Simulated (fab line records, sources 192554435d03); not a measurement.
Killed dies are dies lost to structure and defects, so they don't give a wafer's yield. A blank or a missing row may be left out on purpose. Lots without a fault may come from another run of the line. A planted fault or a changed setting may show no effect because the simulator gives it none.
Split-lot experiment | flow n5_finfet | 7 lots, 21 wafers read, on a route of 1938 steps

THE SPLIT
At N5_HKMG_FIN_ETCH_31 (etches SiARC in CF4, target depth 45.5 nm, time 75.8 s), the setting bias_w was moved away from the recipe's 36 W on 8 of the 21 wafers read, by -11.9% to +16.4%. The other wafers ran this setting at the recipe's value.

The reading is taken at the split's own step.

THE READING
rf_vpp_V, in V, at N5_HKMG_FIN_ETCH_31 (etches SiARC in CF4, target depth 45.5 nm, time 75.8 s). Fault-free wafers of this fab line usually give 183.8 V, standard deviation 0.97 V.

wafer  | tool, chamber at the split | bias_w as run, W | against the recipe | rf_vpp_V, V | against lot-mates on the recipe
L074.1 | rie_diel-04, 3             | 41.92            | +16.4%             | 202.1       | +17.0
L074.3 | rie_diel-04, 2             | 36               | recipe             | 185.1       | -
L074.5 | rie_diel-04, 2             | 41.92            | +16.4%             | 203.4       | +18.3
L077.3 | rie_diel-06, 0             | 36               | recipe             | 182.9       | -
L077.4 | rie_diel-06, 3             | 36               | recipe             | 182.1       | -
L077.5 | rie_diel-06, 3             | 41.25            | +14.6%             | 200.7       | +18.2
L081.3 | rie_diel-06, 3             | 36               | recipe             | 184.4       | -
L081.5 | rie_diel-06, 3             | 41.06            | +14.1%             | 198.3       | +13.9
L081.6 | rie_diel-06, 0             | 36               | recipe             | 184.3       | -
L085.3 | rie_diel-06, 2             | 36               | recipe             | 183.8       | -
L085.4 | rie_diel-06, 1             | 36               | recipe             | 184.2       | -
L085.5 | rie_diel-06, 1             | 36               | recipe             | 184.2       | -
L089.1 | rie_diel-04, 0             | 36               | recipe             | 184.3       | -
L089.3 | rie_diel-04, 3             | 40.43            | +12.3%             | 197.3       | +13.9
L089.5 | rie_diel-04, 3             | 36               | recipe             | 182.5       | -
L093.2 | rie_diel-02, 0             | 36               | recipe             | 186.4       | -
L093.5 | rie_diel-02, 0             | 36               | recipe             | 183.4       | -
L093.6 | rie_diel-02, 1             | 31.73            | -11.9%             | 168.4       | -16.5
L096.1 | rie_diel-04, 3             | 36               | recipe             | 183.2       | -
L096.2 | rie_diel-04, 1             | 33.28            | -7.6%              | 172.4       | -10.8
L096.5 | rie_diel-04, 2             | 33.28            | -7.6%              | 173.8       | -9.4

THE FIT
A straight line over all 21 wafers: rf_vpp_V changes by +1.18 V for each +1% of bias_w; r = +0.99; the points scatter about the line by 1.2 V.
The same after taking each lot's own level away (the mean of its wafers on the recipe; 21 wafers): +1.17 V for each +1%; r = +0.99; scatter 1.2 V.
On that fit, the largest move of bias_w shifts the reading by 19 V.
The lots' own levels span 182.50 to 185.10 V, that is 2.7 times the standard deviation above.
So the lot-to-lot level changes the slope little: the two slopes agree.
Check: with one of the wafers moved furthest among these (+16.4%) left out of the fit, the line predicts +19.2 V for it against its lot-mates. It came out at +17 V against them.
Tool readings at the split's step, against how far the setting was moved: rf_vpp_V r = +0.99.

OTHER SPLITS ON THESE WAFERS
These wafers also went through other splits before the reading. Each is held against what the fit with the lots' levels taken away leaves over:
other split on the same wafers | wafers away from the commonest value | r with rf_vpp_V (lot level and that fit taken away)
N5_SDB_COAT_05 spin_rpm        | 4                                    | -0.43
N5_HKMG_FIN_COAT_29 spin_rpm   | 10                                   | +0.30

THE FILE'S OWN FIT
rf_vpp_V changes by +1.16 V for each +1% of bias_w, r = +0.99.
